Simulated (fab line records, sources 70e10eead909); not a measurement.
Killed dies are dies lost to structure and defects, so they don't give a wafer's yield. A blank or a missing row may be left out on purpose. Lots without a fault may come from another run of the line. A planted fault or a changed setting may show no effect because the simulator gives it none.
Which tool did it? | flow nand_harc | 6 lots, 18 wafers sampled, at 3 steps of a route of 1302

WHAT THE GAUGES READ, wafer by wafer
NHARC_A_ONON_D2_THK_MEAS_30: measures by ellipsometry.
lot  | measured     | on            | thk_nm (nm)
L600 | day 14 03:04 | film_metro-01 | 1010 1011 1011
L603 | day 15 04:58 | film_metro-02 | 992 992 993
L605 | day 16 00:10 | film_metro-01 | 989 990 990
L606 | day 16 10:49 | film_metro-01 | 1011 1010 1009
L610 | day 18 01:52 | film_metro-02 | 985 985 984
L616 | day 21 09:41 | film_metro-01 | 912 912 911 910 912 912

WHICH TOOL RAN EACH LOT (tool, then ch and the chambers of the sampled wafers, then the start)
lot  | NHARC_A_DECK1_JOINT_CMP_13    | NHARC_A_ONON_D2_DEP_28
L600 | cmp-01 ch 2,3, day 12 09:38   | pecvd_onon-01 ch 0, day 14 02:33
L603 | cmp-02 ch 0,1,2, day 13 17:53 | pecvd_onon-02 ch 0, day 15 04:28
L605 | cmp-02 ch 0,3, day 14 11:40   | pecvd_onon-02 ch 0, day 15 23:38
L606 | cmp-03 ch 0,1,2, day 14 22:10 | pecvd_onon-01 ch 0, day 16 10:18
L610 | cmp-03 ch 0,2, day 16 07:49   | pecvd_onon-01 ch 0, day 18 01:21
L616 | cmp-03 ch 0,1,2, day 19 13:17 | pecvd_onon-01 ch 0, day 21 09:14
- NHARC_A_DECK1_JOINT_CMP_13: polishes, target thk 51.023 nm.
- NHARC_A_ONON_D2_DEP_28: target thk 1000 nm.

THE ANSWER, worked out from the rows above alone
Rule: what is usual is taken from the lots themselves. Put in order of their means at a reading, lots are off if they are a third of the lots or fewer, leave a main group of 4 or more, and stand apart from it by a gap of 3 or more times the standard deviation of the main group's means; of several such gaps the widest counts. A main group whose means are all the same, to the digits that the tables above print for the reading, isn't used. A lot without any number at a reading at which 4 lots or more have one is off too. The other lots that the step has rows for count as sound.
Off: L616, at NHARC_A_ONON_D2_THK_MEAS_30 (thk_nm). The main group: mean 997 nm, standard deviation 11.
A tool fits if, at a process step before that reading, it ran every lot that is off, and no sound lot after the first of them. The gauges at NHARC_A_ONON_D2_THK_MEAS_30 are tried like those tools. Can't be told from this: 3 tools fit, cmp-03 at NHARC_A_DECK1_JOINT_CMP_13, pecvd_onon-01 at NHARC_A_ONON_D2_DEP_28, film_metro-01 at NHARC_A_ONON_D2_THK_MEAS_30.

WHAT THE SIMULATOR HAD PUT IN
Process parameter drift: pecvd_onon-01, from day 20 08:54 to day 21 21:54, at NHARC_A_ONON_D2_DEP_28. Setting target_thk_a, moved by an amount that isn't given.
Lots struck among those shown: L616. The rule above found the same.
